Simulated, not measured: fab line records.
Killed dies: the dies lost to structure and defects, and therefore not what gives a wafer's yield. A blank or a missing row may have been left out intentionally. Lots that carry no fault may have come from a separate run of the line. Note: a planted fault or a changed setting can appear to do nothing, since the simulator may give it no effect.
fab line records | flow nand-harc
record lots=5 | wafers=15 | last-day=24
route steps=1159 shown P_GATE@126 END@1159
lots with no fault: from the same line, run without faults
start-h: hours from the record's opening day to when the first of the lot's shown wafers began | wait-h: hours from the lot's prior step to this one | " identical to the entry in the row above | L1.1+2: a single row standing in for several wafers | - either no value or no given start | * or withheld: withheld | < > ~ a bound
route shown NAME@n: NAME is a module with steps in the file, n the number in the route of the first one | usual: mean and standard deviation over wafers with no fault | same: alike in all rows | chamber/n: place in a boat | sites: the reading at each site | _std_site: standard deviation across them | _edge_site: inner sites' mean taken away from outer sites' mean | radius-mm: how far each site lies from the wafer's centre | mask NAME#n: copy n | behind: tool/chamber where the wafer was last shaped | hold: why the lot went on hold/how many hours it stayed there/how the hold came to an end | device: names the non-switching transistor (n, p or np) | end of line: the tests these same wafers got at the end of their route | where a step has no rows: the recipe by itself | killed: the dies lost at the first sort to structure and to defects; this is not the yield of the wafer | map: the dies of a wafer, with x for killed, . for not killed, _ for no die there
set.NAME: the setting as run; set.NAME@STEP: as run at that earlier step | model.NAME: the simulator's own value behind a step, which no gauge read
lots seen at some steps along the route; tables by step, rows by wafer
services: when a tool's chamber went out of use (start-h, in hours from the record's first day, below 0 if earlier), for how many hours, and the reason
## steps
# step NHARC_P_GATE_STRIP_15
# recipe time-s=780 | temp-c=130 | chemistry=SPM
# step NHARC_P_GATE_PRECLEAN_71
# recipe time-s=* | temp-c=50 | bath-age-min=0 | chemistry=SC1
# step NHARC_P_GATE_SRD_72
# step NHARC_P_GATE_OXIDE_16
# recipe target-thk-a=30 | temp-c=875 | ox-time-s=392 | material=SiO2
# step NHARC_P_GATE_CVD_17
# recipe target-thk-a=1500 | temp-c=620 | time-s=900 | material=poly-Si
# step NHARC_P_GATE_HM_DEP_102
# recipe target-thk-a=1200 | temp-c=400 | material=aC
# usual throttle-valve-pct=34.999/0.0097
lot.wafer | tool       | chamber | start-h | wait-h | throttle-valve-pct
L566.3    | acl-dep-03 | 0       | 118.50  | 0.6    | 35.012
L566.4    | "          | 0       | "       | "      | 35.018
L566.6    | "          | 0       | "       | "      | 35.005
L570.1    | acl-dep-01 | 0       | 137.05  | 0.4    | 34.994
L570.4    | "          | 0       | "       | "      | 34.994
L570.6    | "          | 0       | "       | "      | 34.996
L571.3    | acl-dep-02 | 0       | 149.25  | 0.6    | 35.004
L571.4    | "          | 0       | "       | "      | 34.999
L571.5    | "          | 0       | "       | "      | 34.995
L573.3    | acl-dep-03 | 0       | 162.99  | 0.6    | 35.011
L573.4    | "          | 0       | "       | "      | 35.011
L573.5    | "          | 0       | "       | "      | 34.988
L584.2    | acl-dep-01 | 0       | 222.02  | 3.1    | 34.990
L584.3    | "          | 0       | "       | "      | 35.004
L584.4    | "          | 0       | "       | "      | 35.015
# step NHARC_P_GATE_DEP_103
# recipe target-thk-a=300 | target-thk-nm=30 | temp-c=400 | flow-sccm=200 | rf-w=350 | material=SiON
# usual heater-power-w=774/100
lot.wafer | tool     | chamber | start-h | wait-h | heater-power-w
L566.3    | pecvd-04 | 1       | 118.98  | 0.4    | 826
L566.4    | "        | 1       | "       | "      | 825
L566.6    | "        | 2       | "       | "      | 652
L570.1    | pecvd-03 | 0       | 137.75  | 0.6    | 796
L570.6    | "        | 2       | "       | "      | 896
L570.4    | "        | 1       | "       | "      | 594
L571.3    | pecvd-04 | 1       | 149.79  | 0.4    | 775
L571.4    | "        | 0       | "       | "      | 900
L571.5    | "        | 1       | "       | "      | 799
L573.3    | pecvd-04 | 1       | 163.47  | 0.4    | 883
L573.4    | "        | 0       | "       | "      | 885
L573.5    | "        | 2       | "       | "      | 560
L584.3    | pecvd-04 | 0       | 222.57  | 0.3    | 868
L584.2    | "        | 1       | "       | "      | 852
L584.4    | "        | 1       | "       | "      | 844
# step NHARC_P_GATE_DEHYDRATE_18
# recipe temp-c=150 | time-s=120
# step NHARC_P_GATE_HMDS_19
# recipe time-s=30
# step NHARC_P_GATE_COAT_20
# recipe spin-rpm=1500 | resist-thk-nm=90
# step NHARC_P_GATE_SOFTBAKE_21
# recipe temp-c=105 | time-s=55
# step NHARC_P_GATE_EBR_22
# step NHARC_P_GATE_EXPOSE_23
# recipe na=1.35 | target-cd-nm=120 | dose-mj=93.91 | mask-id=P_GATE
lot.wafer  | tool            | chamber | start-h | wait-h | mask
L566.3+4+6 | arfi-scanner-01 | 0       | 119.50  | -      | P_GATE#0
L570.1+4+6 | arfi-scanner-02 | 0       | 138.27  | -      | P_GATE#0
L571.3+4+5 | arfi-scanner-01 | 0       | 150.42  | -      | P_GATE_R1#0
L573.3+4+5 | arfi-scanner-03 | 0       | 164.00  | -      | P_GATE#0
L584.2+3+4 | arfi-scanner-03 | 0       | 223.15  | -      | P_GATE#0
# step NHARC_P_GATE_PEB_24
# recipe peb-temp-c=100 | peb-time-s=65
# step NHARC_P_GATE_DEVELOP_25
# recipe develop-time-s=35 | dev-temp-c=23
# step NHARC_P_GATE_CD_MEAS_26
# recipe target-cd-nm=120 | landing-energy-ev=500
# usual cd-nm=119.8/0.68
lot.wafer | tool      | chamber | start-h | wait-h | cd-nm
L566.3    | cd-sem-01 | 0       | 119.63  | -      | 119.1
L566.4    | "         | 0       | "       | "      | 119.2
L566.6    | "         | 0       | "       | "      | 119.6
L570.1    | cd-sem-03 | 0       | 138.41  | -      | 119.6
L570.4    | "         | 0       | "       | "      | 119.8
L570.6    | "         | 0       | "       | "      | 119.7
L571.3    | cd-sem-03 | 0       | 150.55  | -      | 103.8
L571.4    | "         | 0       | "       | "      | 103.2
L571.5    | "         | 0       | "       | "      | 104.4
L573.3    | cd-sem-03 | 0       | 164.14  | -      | 121.1
L573.4    | "         | 0       | "       | "      | 120.5
L573.5    | "         | 0       | "       | "      | 119.3
L584.2    | cd-sem-03 | 0       | 223.28  | -      | 120.1
L584.3    | "         | 0       | "       | "      | 120.2
L584.4    | "         | 0       | "       | "      | 119.5
# step NHARC_P_GATE_OVL_MEAS_27
# usual overlay-x-nm=-0.1/0.88 | overlay-y-nm=0.1/0.59
lot.wafer | tool       | chamber | start-h | wait-h | overlay-x-nm | overlay-y-nm
L566.3    | overlay-01 | -       | 119.72  | -      | 1.4          | -0.5
L566.4    | "          | -       | "       | "      | 1.6          | -0.9
L566.6    | "          | -       | "       | "      | 0.7          | -1.0
L570.1    | overlay-01 | -       | 138.49  | -      | -0.6         | -0.4
L570.4    | "          | -       | "       | "      | -0.3         | 0.2
L570.6    | "          | -       | "       | "      | -0.2         | -0.2
L571.3    | overlay-01 | -       | 150.64  | -      | -1.0         | 0.3
L571.4    | "          | -       | "       | "      | -1.0         | 0.8
L571.5    | "          | -       | "       | "      | -0.6         | 0.3
L573.3    | overlay-01 | -       | 164.22  | -      | 0.9          | -0.4
L573.4    | "          | -       | "       | "      | 1.2          | -0.5
L573.5    | "          | -       | "       | "      | 1.8          | -0.5
L584.2    | overlay-02 | -       | 223.37  | -      | 0.3          | -0.1
L584.3    | "          | -       | "       | "      | -1.0         | -0.3
L584.4    | "          | -       | "       | "      | 0.3          | -0.4
# step NHARC_P_GATE_INSPECT_28
# usual raw-defect-count=5.8/2.6
lot.wafer | tool              | chamber | start-h | wait-h | raw-defect-count
L566.3    | defect-inspect-01 | -       | 119.75  | 0.0    | 7
L566.4    | "                 | -       | "       | "      | 5
L566.6    | "                 | -       | "       | "      | 5
L570.1    | defect-inspect-01 | -       | 138.53  | 0.0    | 7
L570.4    | "                 | -       | "       | "      | 6
L570.6    | "                 | -       | "       | "      | 8
L571.3    | defect-inspect-01 | -       | 150.67  | 0.0    | 10
L571.4    | "                 | -       | "       | "      | 7
L571.5    | "                 | -       | "       | "      | 7
L573.3    | defect-inspect-02 | -       | 164.27  | 0.1    | 4
L573.4    | "                 | -       | "       | "      | 3
L573.5    | "                 | -       | "       | "      | 3
L584.2    | defect-inspect-01 | -       | 223.41  | 0.0    | 3
L584.3    | "                 | -       | "       | "      | 4
L584.4    | "                 | -       | "       | "      | 4
# step NHARC_P_GATE_DESCUM_31
# recipe time-s=3 | o2-flow-sccm=200 | ar-flow-sccm=0 | bias-power-w=0 | chemistry=O2
# usual drypump-motor-current-A=5.8/0.47 | o2-flow-sccm=199.9/0.55 | oes-product-au=1.000/0.014 | rf-vpp-V=57.7/0.86 | showerhead-plenum-p-Torr=1.89/0.086 | throttle-valve-pct=11.310/0.0097
# same bias-power-w=0 | time-s=3
lot.wafer | tool        | chamber | start-h | wait-h | drypump-motor-current-A | o2-flow-sccm | oes-product-au | rf-hours-counter-h | rf-vpp-V | showerhead-plenum-p-Torr | throttle-valve-pct | model.P_GATE.cd-nm
L566.3    | rie-diel-03 | 2       | 119.81  | 0.1    | 5.8                     | 199.9        | 1.014          | 16                 | 57.7     | 1.94                     | 11.315             | 119.7
L566.4    | "           | 0       | "       | "      | 5.9                     | 199.2        | 0.991          | 15                 | 57.6     | 1.87                     | 11.310             | 119.2
L566.6    | "           | 3       | "       | "      | 6.5                     | 199.6        | 1.006          | -                  | 58.4     | 1.83                     | 11.299             | 118.5
L570.4    | rie-diel-03 | 3       | 138.61  | 0.1    | 6.5                     | 199.3        | 1.013          | 19                 | 58.2     | 1.83                     | 11.304             | 119.4
L570.1    | "           | 0       | "       | "      | 5.8                     | 199.5        | 1.003          | 18                 | 57.6     | 1.87                     | 11.297             | 119.5
L570.6    | "           | 2       | "       | "      | 5.8                     | 199.5        | 1.019          | -                  | 58.2     | 1.94                     | 11.317             | 120.6
L571.4    | rie-diel-08 | 1       | 150.76  | 0.1    | 6.0                     | 200.3        | 1.028          | 8                  | 57.0     | 1.81                     | 11.307             | 103.6
L571.3    | "           | 0       | "       | "      | 5.4                     | 199.7        | 1.023          | 8                  | 56.1     | 1.84                     | 11.319             | 104.4
L571.5    | "           | 1       | "       | "      | 6.0                     | 199.7        | 1.026          | -                  | 56.4     | 1.81                     | 11.321             | 104.3
L573.3    | rie-diel-13 | 1       | 164.39  | 0.1    | 6.0                     | 200.4        | 0.994          | 20                 | 59.2     | 1.88                     | 11.311             | 121.5
L573.4    | "           | 2       | "       | "      | 5.0                     | 199.2        | 0.994          | 20                 | 57.6     | 1.89                     | 11.310             | 119.3
L573.5    | "           | 1       | "       | "      | 6.0                     | 199.5        | 0.998          | -                  | 57.3     | 1.88                     | 11.302             | 120.5
L584.3    | rie-diel-08 | 3       | 223.50  | 0.1    | 5.3                     | 199.7        | 1.017          | 33                 | 57.6     | 1.79                     | 11.307             | 120.1
L584.4    | "           | 1       | "       | "      | 6.0                     | 200.9        | 1.022          | 31                 | 57.3     | 1.80                     | 11.325             | 119.6
L584.2    | "           | 2       | "       | "      | 5.0                     | 199.8        | 0.991          | 32                 | 57.1     | 1.82                     | 11.301             | 120.7
# step NHARC_P_GATE_ETCH_104
# recipe target-depth-a=600 | time-s=withheld | cf4-flow-sccm=100 | chf3-flow-sccm=30 | ar-flow-sccm=0 | rf-w=500 | bias-w=200 | chemistry=CF4/CHF3
# usual cf4-flow-sccm=100.01/0.3 | drypump-motor-current-A=5.7/0.47 | oes-product-au=0.948/0.023 | rf-vpp-V=369.9/2.3 | showerhead-plenum-p-Torr=1.56/0.066 | throttle-valve-pct=16.803/0.0087
lot.wafer | tool        | chamber | start-h | wait-h | cf4-flow-sccm | drypump-motor-current-A | oes-product-au | rf-vpp-V | showerhead-plenum-p-Torr | throttle-valve-pct
L566.4    | rie-diel-03 | 1       | 119.90  | 0.1    | 100.18        | 5.4                     | 0.925          | 374.6    | 1.69                     | 16.805
L566.3    | "           | 0       | "       | "      | 100.42        | 5.8                     | 0.923          | 368.9    | 1.54                     | 16.797
L566.6    | "           | 1       | "       | "      | 99.96         | 5.4                     | 0.924          | 373.9    | 1.69                     | 16.799
L570.4    | rie-diel-03 | 3       | 138.68  | 0.1    | 99.69         | 6.5                     | 0.967          | 369.0    | 1.51                     | 16.803
L570.1    | "           | 0       | "       | "      | 100.07        | 5.8                     | 0.971          | 369.8    | 1.54                     | 16.799
L570.6    | "           | 2       | "       | "      | 100.24        | 5.8                     | 0.966          | 371.3    | 1.59                     | 16.820
L571.4    | rie-diel-08 | 2       | 150.98  | 0.2    | 99.98         | 5.0                     | 0.908          | 369.6    | 1.51                     | 16.796
L571.3    | "           | 0       | "       | "      | 100.34        | 5.4                     | 0.960          | 369.2    | 1.52                     | 16.781
L571.5    | "           | 2       | "       | "      | 100.50        | 5.0                     | 0.913          | 369.5    | 1.51                     | 16.801
L573.3    | rie-diel-13 | 2       | 164.56  | 0.2    | 100.33        | 5.0                     | 0.920          | 369.8    | 1.55                     | 16.796
L573.4    | "           | 1       | "       | "      | 100.14        | 6.0                     | 0.909          | 369.2    | 1.55                     | 16.799
L573.5    | "           | 2       | "       | "      | 99.76         | 5.0                     | 0.923          | 370.1    | 1.55                     | 16.783
L584.2    | rie-diel-08 | 3       | 223.59  | 0.1    | 100.15        | 5.3                     | 0.953          | 367.3    | 1.47                     | 16.791
L584.4    | "           | 0       | "       | "      | 99.08         | 5.4                     | 0.949          | 368.6    | 1.51                     | 16.802
L584.3    | "           | 2       | "       | "      | 99.73         | 5.0                     | 0.943          | 368.1    | 1.50                     | 16.794
# step NHARC_P_GATE_HM_OPEN_105
# recipe target-depth-a=3600 | o2-flow-sccm=400 | cos-flow-sccm=20 | ar-flow-sccm=0 | rf-w=500 | bias-w=300 | chemistry=O2/COS
# usual drypump-motor-current-A=5.8/0.45 | o2-flow-sccm=399.9/1.2 | oes-product-au=1.001/0.013 | rf-vpp-V=467/3 | showerhead-plenum-p-Torr=3.09/0.14 | throttle-valve-pct=28.330/0.0087
lot.wafer | tool        | chamber | start-h | wait-h | drypump-motor-current-A | o2-flow-sccm | oes-product-au | rf-hours-counter-h | rf-vpp-V | showerhead-plenum-p-Torr | throttle-valve-pct
L566.3    | rie-diel-03 | 3       | -       | -      | 6.5                     | 401.4        | 1.002          | 15                 | 465      | 3.00                     | 28.310
L566.4    | "           | 0       | "       | "      | 5.9                     | 401.1        | 0.978          | 15                 | 464      | 3.06                     | 28.327
L566.6    | "           | 1       | "       | "      | 5.4                     | 398.1        | 1.007          | -                  | 473      | 3.35                     | 28.344
L570.1    | rie-diel-03 | 3       | -       | -      | 6.6                     | 402.4        | 1.007          | 19                 | 463      | 2.99                     | 28.339
L570.4    | "           | 2       | "       | "      | 5.9                     | 400.7        | 1.017          | 19                 | 469      | 3.16                     | 28.347
L570.6    | "           | 3       | "       | "      | 6.5                     | 400.1        | 1.009          | -                  | 464      | 2.99                     | 28.332
L571.4    | rie-diel-08 | 0       | -       | -      | 5.4                     | 398.5        | 1.023          | 8                  | 464      | 3.01                     | 28.319
L571.3    | "           | 1       | "       | "      | 6.0                     | 399.1        | 1.023          | 9                  | 466      | 2.96                     | 28.336
L571.5    | "           | 0       | "       | "      | 5.4                     | 399.9        | 1.023          | -                  | 466      | 3.01                     | 28.340
L573.4    | rie-diel-13 | 0       | -       | -      | 6.2                     | 399.8        | 0.998          | 21                 | 465      | 2.98                     | 28.340
L573.3    | "           | 2       | "       | "      | 5.0                     | 398.0        | 0.989          | 20                 | 466      | 3.08                     | 28.312
L573.5    | "           | 1       | "       | "      | 6.0                     | 400.1        | 0.986          | -                  | 463      | 3.07                     | 28.324
L584.4    | rie-diel-08 | 0       | -       | -      | 5.4                     | 399.7        | 1.012          | 32                 | 465      | 3.00                     | 28.346
L584.3    | "           | 1       | "       | "      | 6.0                     | 399.3        | 1.023          | 31                 | 463      | 2.95                     | 28.331
L584.2    | "           | 2       | "       | "      | 5.0                     | 400.5        | 0.981          | 32                 | 465      | 2.98                     | 28.335
# step NHARC_P_GATE_STRIP_106
# recipe o2-flow-sccm=400 | cos-flow-sccm=20 | ar-flow-sccm=0 | bias-w=0 | chemistry=O2/COS
# step NHARC_P_GATE_ETCH_114
# recipe target-depth-a=300 | overetch-a=30 | time-s=16.5 | ion-energy-ev=100 | cf4-flow-sccm=80 | o2-flow-sccm=20 | ar-flow-sccm=0 | rf-w=300 | bias-w=100 | chemistry=CF4/O2
# step NHARC_P_GATE_ETCH_32
# recipe target-depth-a=1500 | over-etch-frac=1 | over-etch-ion-energy-ev=40 | time-s=100.1 | hbr-flow-sccm=150 | cl2-flow-sccm=50 | rf-w=400 | icp-w=400 | bias-w=100 | chemistry=HBr/Cl2
# usual drypump-motor-current-A=5.9/0.5 | oes-product-au=1.000/0.011 | throttle-valve-pct=26.405/0.0096
# same time-s=100.1
lot.wafer | tool      | chamber | start-h | wait-h | drypump-motor-current-A | oes-product-au | rf-hours-counter-h | throttle-valve-pct | model.P_GATE.cd-nm
L566.4    | rie-si-02 | 3       | 120.94  | -      | 6.8                     | 1.002          | 0.7                | 26.398             | 112.2
L566.3    | "         | 1       | "       | "      | 5.7                     | 0.997          | 0.7                | 26.413             | 115.3
L566.6    | "         | 2       | "       | "      | 5.3                     | 0.986          | -                  | 26.419             | 120.3
L570.1    | rie-si-06 | 2       | 139.27  | -      | 5.5                     | 0.996          | 1.2                | 26.418             | 119.2
L570.4    | "         | 0       | "       | "      | 5.6                     | 1.020          | 1.1                | 26.407             | 126.7
L570.6    | "         | 3       | "       | "      | 5.0                     | 0.988          | -                  | 26.408             | 120.6
L571.4    | rie-si-04 | 3       | 152.09  | -      | 6.1                     | 0.999          | 0.4                | 26.417             | 107.1
L571.3    | "         | 0       | "       | "      | 5.6                     | 1.005          | 0.3                | 26.402             | 100.2
L571.5    | "         | 2       | "       | "      | 6.0                     | 1.013          | -                  | 26.409             | 108.2
L573.4    | rie-si-06 | 2       | 165.81  | -      | 5.4                     | 0.989          | 1.4                | 26.394             | 123.3
L573.3    | "         | 3       | "       | "      | 5.0                     | 0.997          | 1.4                | 26.406             | 127
L573.5    | "         | 1       | "       | "      | 6.4                     | 1.009          | -                  | 26.404             | 122.4
L584.2    | rie-si-02 | 3       | 224.15  | -      | 6.8                     | 0.991          | 0.0                | 26.414             | 123
L584.4    | "         | 1       | "       | "      | 5.7                     | 1.008          | 0.1                | 26.410             | 119.5
L584.3    | "         | 2       | "       | "      | 5.3                     | 1.000          | 0.1                | 26.419             | 120.2
# step NHARC_P_GATE_STRIP_108
# recipe o2-flow-sccm=500 | ar-flow-sccm=0 | bias-w=0 | chemistry=O2
# usual drypump-motor-current-A=5.7/0.46 | o2-flow-sccm=500.2/1.5 | oes-product-au=1.002/0.015 | rf-vpp-V=57.8/0.87 | showerhead-plenum-p-Torr=3.49/0.15 | throttle-valve-pct=17.037/0.0097
lot.wafer | tool        | chamber | start-h | wait-h | drypump-motor-current-A | o2-flow-sccm | oes-product-au | rf-hours-counter-h | rf-vpp-V | showerhead-plenum-p-Torr | throttle-valve-pct
L566.3    | rie-diel-13 | 1       | 121.09  | -      | 6.0                     | 498.3        | 0.994          | 4                  | 56.5     | 3.47                     | 17.018
L566.4    | "           | 3       | "       | "      | 6.2                     | 502.0        | 0.981          | 4                  | 57.8     | 3.81                     | 17.022
L566.6    | "           | 2       | "       | "      | 5.0                     | 498.0        | 1.015          | -                  | 56.4     | 3.50                     | 17.039
L570.1    | rie-diel-08 | 1       | 139.47  | -      | 6.0                     | 502.1        | 1.024          | 4                  | 57.7     | 3.35                     | 17.022
L570.4    | "           | 2       | "       | "      | 5.0                     | 501.2        | 0.973          | 4                  | 58.7     | 3.39                     | 17.037
L570.6    | "           | 3       | "       | "      | 5.3                     | 501.1        | 1.001          | -                  | 57.0     | 3.33                     | 17.059
L571.3    | rie-diel-08 | 2       | 152.23  | -      | 5.0                     | 500.9        | 0.983          | 8                  | 57.6     | 3.39                     | 17.044
L571.4    | "           | 0       | "       | "      | 5.4                     | 499.9        | 1.026          | 8                  | 56.8     | 3.40                     | 17.033
L571.5    | "           | 3       | "       | "      | 5.3                     | 501.9        | 1.003          | -                  | 56.9     | 3.32                     | 17.033
L573.3    | rie-diel-13 | 1       | 165.94  | -      | 6.0                     | 496.9        | 1.015          | 21                 | 57.2     | 3.47                     | 17.052
L573.4    | "           | 2       | "       | "      | 5.0                     | 500.4        | 0.996          | 20                 | 58.2     | 3.49                     | 17.031
L573.5    | "           | 1       | "       | "      | 6.0                     | 497.5        | 1.000          | -                  | 58.7     | 3.47                     | 17.034
L584.4    | rie-diel-03 | 3       | 224.31  | -      | 6.5                     | 499.3        | 1.016          | 0                  | 58.6     | 3.38                     | 17.033
L584.2    | "           | 0       | "       | "      | 5.9                     | 499.7        | 0.990          | 0                  | 58.0     | 3.45                     | 17.060
L584.3    | "           | 2       | "       | "      | 5.8                     | 500.1        | 1.021          | 0                  | 56.8     | 3.56                     | 17.025
# step NHARC_END_SORT_01
# recipe temp-c=25
# usual killed-at-array=27/11 | killed-at-other=0.7/1.1 | killed-at-periphery=3.6/2.4 | killed-dies=32/11 | killed-open=3.3/1.8 | killed-short=2.1/1.5
# same gross-dies=677
lot.wafer | tool      | chamber | start-h | wait-h | killed-at-array | killed-at-other | killed-at-periphery | killed-dies | killed-open | killed-short
L571.3    | prober-02 | 0       | 503.71  | 3.1    | 21              | 0               | 53                  | 74          | 2           | 3
L571.4    | prober-02 | 0       | 504.51  | 3.4    | 31              | 0               | 23                  | 54          | 5           | 3
L571.5    | prober-02 | 0       | 505.31  | 3.7    | 35              | 0               | 14                  | 49          | 4           | 3
# killed by level:class
L571.3 P_GATE:area-expose=48 A_SLIT:chamber-film-flake=11 P_ZERO_WELL:chamber-film-flake=4 A_CONTACT:chamber-film-flake=3 A_ONON_D1:geometric-particle:short=2 P_M1:geometric-particle:open=1 A_SGD_CUT:geometric-particle:short=1 A_BLC:geometric-particle:open=1
L571.4 A_SLIT:chamber-film-flake=17 P_GATE:area-expose=12 P_ZERO_WELL:chamber-film-flake=4 A_STAIRCASE:chamber-film-flake=3 A_WL_FILL:chamber-film-flake=3 A_CONTACT:chamber-film-flake=3 P_GATE:geometric-particle:short=2 P_GATE:chamber-film-flake=2
L571.5 A_SLIT:chamber-film-flake=15 P_GATE:area-expose=8 A_CONTACT:chamber-film-flake=6 A_CHANNEL_HOLE_D1:chamber-film-flake=4 A_M0:geometric-particle:open=3 P_GATE:chamber-film-flake=3 P_ZERO_WELL:chamber-film-flake=2 A_STAIRCASE:chamber-film-flake=2
# map L571.3 (x killed, . not)
____________.____________
_________......x_________
_______........xxx_______
______.......xxx..x______
_____............x.._____
____...............x.____
____.................____
___...................___
___...................___
__..................x..__
__..............x......__
_......................._
_......................._
_......................._
_...........xx......x..._
_......................._
.............x...........
................x........
........................x
...........x..x..xxx.....
..........x.........x....
_.......x.....x........._
_....x....x...x...x.x..._
_...x..x........x......._
_....x...x..x..x..x....._
_x...xx...x..x..x......._
__.........x.x..x......__
__..x...x..............__
___......xx....x......___
___....x..x...........___
____..xx....x.xx..x..____
____....x.........x..____
_____.......x....x.._____
______....x..x.....______
_______.xxx.x....._______
_________x......_________
____________x____________
# map L566.3 (x killed, . not)
____________.____________
_________......._________
_______..........._______
______.............______
_____..............._____
____.................____
____.................____
___...................___
___......x..x.........___
__...............x.....__
__..............x......__
_.........x............._
_................x......_
_...............x......._
_......................._
_.........x.x..........._
.....x...................
.........................
.......................x.
..........x..............
...................x.....
_.................x....._
_....................x.._
_..........x............_
_......................._
_......................._
__...............x.....__
__...........x.x.x.....__
___..........x.x......___
___............x......___
____.........x.xx....____
____.............x...____
_____.........xx..x._____
______....x........______
_______..........x_______
_________......._________
____________.____________
## services
tool            | chamber | start-h | hours | kind
pecvd-04        | -       | 96.67   | 0.9   | repair
rie-si-04       | 0       | 97.73   | 4.9   | repair
rie-si-04       | -       | 99.00   | 9.0   | pm
rie-diel-13     | -       | 99.04   | 9.0   | pm
rie-diel-08     | 0       | 104.13  | -     | clean
rie-diel-08     | 1       | 104.13  | -     | clean
rie-diel-08     | 2       | 104.13  | -     | clean
rie-diel-08     | 0       | 107.52  | 1.8   | repair
pecvd-03        | -       | 111.05  | 13.0  | pm
acl-dep-01      | -       | 113.55  | 13.0  | pm
rie-diel-08     | -       | 124.98  | 9.0   | pm
pecvd-04        | 0       | 138.36  | 8.4   | repair
arfi-scanner-03 | -       | 140.00  | 4.0   | pm
rie-diel-03     | 0       | 146.55  | 8.5   | repair
rie-diel-03     | 3       | 147.82  | 10.4  | repair
rie-si-02       | 1       | 158.54  | 5.2   | repair
acl-dep-02      | -       | 170.01  | 13.0  | pm
rie-si-06       | -       | 183.00  | 9.0   | pm
rie-si-06       | -       | 193.14  | 0.2   | repair
pecvd-04        | -       | 195.23  | 13.0  | pm
arfi-scanner-01 | -       | 196.00  | 4.0   | pm
rie-si-02       | -       | 211.00  | 9.0   | pm
rie-diel-03     | -       | 215.31  | 9.0   | pm
acl-dep-03      | -       | 223.93  | 13.0  | pm
## key
first-sign step=NHARC_P_GATE_EXPOSE_23 | reading=mask | direction=changed
effect step=NHARC_P_GATE_CD_MEAS_26 | reading=cd-nm | direction=down | sigmas=24 | usual=119.8 | struck=103.8
effect step=NHARC_END_SORT_01 | reading=killed-at-periphery | direction=up | sigmas=11 | usual=3.6 | struck=30
model-effect step=NHARC_P_GATE_DESCUM_31 | value=P_GATE.cd-nm | without=119.3 | struck=104.1
model-effect step=NHARC_P_GATE_ETCH_32 | value=P_GATE.cd-nm | without=120.4 | struck=105.2
more-kills-born-at NHARC_P_GATE_EXPOSE_23@arfi-scanner-01=68
met-at NHARC_P_GATE_EXPOSE_23
struck-wafers L571.3,L571.4,L571.5
tester-left-out L571
onset-between 119.50 150.42
fault kind=wrong-mask | tool=any | chamber=- | onset-h=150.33 | steps=NHARC_P_GATE_EXPOSE_23 | aux-copy=P_GATE_R1#0 | cd-offset-nm=-15.214 | scope=struck-lots-only
# tester-left-out: of these lots the tester's yield and bins aren't shown, on N5 and GAA mostly nor the transistor test; their killed dies are dies lost to structure and defects alone, not to doping, threshold or leakage, so they don't give the yield
